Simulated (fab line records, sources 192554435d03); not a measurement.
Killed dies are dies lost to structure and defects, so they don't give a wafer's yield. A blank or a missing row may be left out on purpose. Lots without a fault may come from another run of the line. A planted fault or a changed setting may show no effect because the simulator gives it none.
Which tool did it? | flow n5_finfet | 12 lots, 36 wafers sampled, at 2 steps of a route of 1938

WHAT THE GAUGES READ, wafer by wafer
N5_BEOL_M10_CD_MEAS_35: target cd 70 nm. Usual: cd_nm 69.8 nm, standard deviation 0.71.
lot  | measured     | on        | cd_nm (nm)     | flag
L574 | day 10 23:37 | cd_sem-02 | 69.2 68.6 69.0 |
L576 | day 11 16:59 | cd_sem-01 | 70.5 69.4 69.9 |
L577 | day 11 17:14 | cd_sem-02 | 69.4 69.8 69.4 |
L578 | day 11 20:01 | cd_sem-01 | 69.1 69.8 69.7 |
L580 | day 12 19:54 | cd_sem-02 | 68.8 69.6 68.9 |
L586 | day 13 12:49 | cd_sem-02 | 67.9 68.1 68.1 |
L587 | day 14 07:28 | cd_sem-01 | 70.8 70.6 69.3 |
L591 | day 15 07:16 | cd_sem-01 | 70.4 70.7 70.8 |
L593 | day 15 07:21 | cd_sem-02 | 69.8 70.1 70.0 |
L594 | day 15 20:05 | cd_sem-01 | 69.0 69.9 70.2 |
L595 | day 16 11:05 | cd_sem-03 | 68.8 69.5 71.0 |
L596 | day 16 11:47 | cd_sem-03 | 69.4 69.9 68.9 |

N5_BEOL_M10_INSPECT_58: inspects for defects (darkfield). Usual: raw_defect_count 65, standard deviation 21.
lot  | measured     | on                | raw_defect_count | flag
L574 | day 11 04:15 | defect_inspect-01 | 70 53 60         |
L576 | day 11 21:11 | defect_inspect-01 | 48 50 41         |
L577 | day 11 22:08 | defect_inspect-01 | 91 47 70         |
L578 | day 11 22:25 | defect_inspect-02 | 59 83 62         |
L580 | day 12 22:26 | defect_inspect-01 | 82 99 77         |
L586 | day 13 15:10 | defect_inspect-01 | 77 130 47        |
L587 | day 14 10:14 | defect_inspect-02 | 53 71 55         |
L591 | day 15 11:37 | defect_inspect-01 | 35 47 50         |
L593 | day 15 11:41 | defect_inspect-02 | 62 63 70         |
L594 | day 16 00:21 | defect_inspect-01 | 70 52 70         |
L595 | day 16 13:14 | defect_inspect-01 | 39 56 82         |
L596 | day 16 15:30 | defect_inspect-01 | 98 62 73         |

WHICH TOOL RAN EACH LOT (tool, then ch and the chambers of the sampled wafers, then the start)
The record holds no process step before these readings.

WHAT THE TOOLS THEMSELVES READ (means of the sampled wafers that have a number; where no wafer has one, the mark that the record gives instead)
The record holds no such reading with a usual standard deviation.

THE ANSWER, worked out from the rows above alone
Rule: a lot is off if the mean of its wafers that have a number lies more than 3 standard deviations from the usual mean. A lot without any number at a reading at which 4 lots or more have one is off too. The other lots that the step has rows for count as sound. The gauges are gone through in route order, then the tools' own readings, and for those a lot's mean is taken as printed above. The first step at which some lot is off is used, and at that step the reading that is off furthest; a lot without a number counts as furthest.
No lot is off at any reading shown: from this, nothing can be told.

WHAT THE SIMULATOR HAD PUT IN
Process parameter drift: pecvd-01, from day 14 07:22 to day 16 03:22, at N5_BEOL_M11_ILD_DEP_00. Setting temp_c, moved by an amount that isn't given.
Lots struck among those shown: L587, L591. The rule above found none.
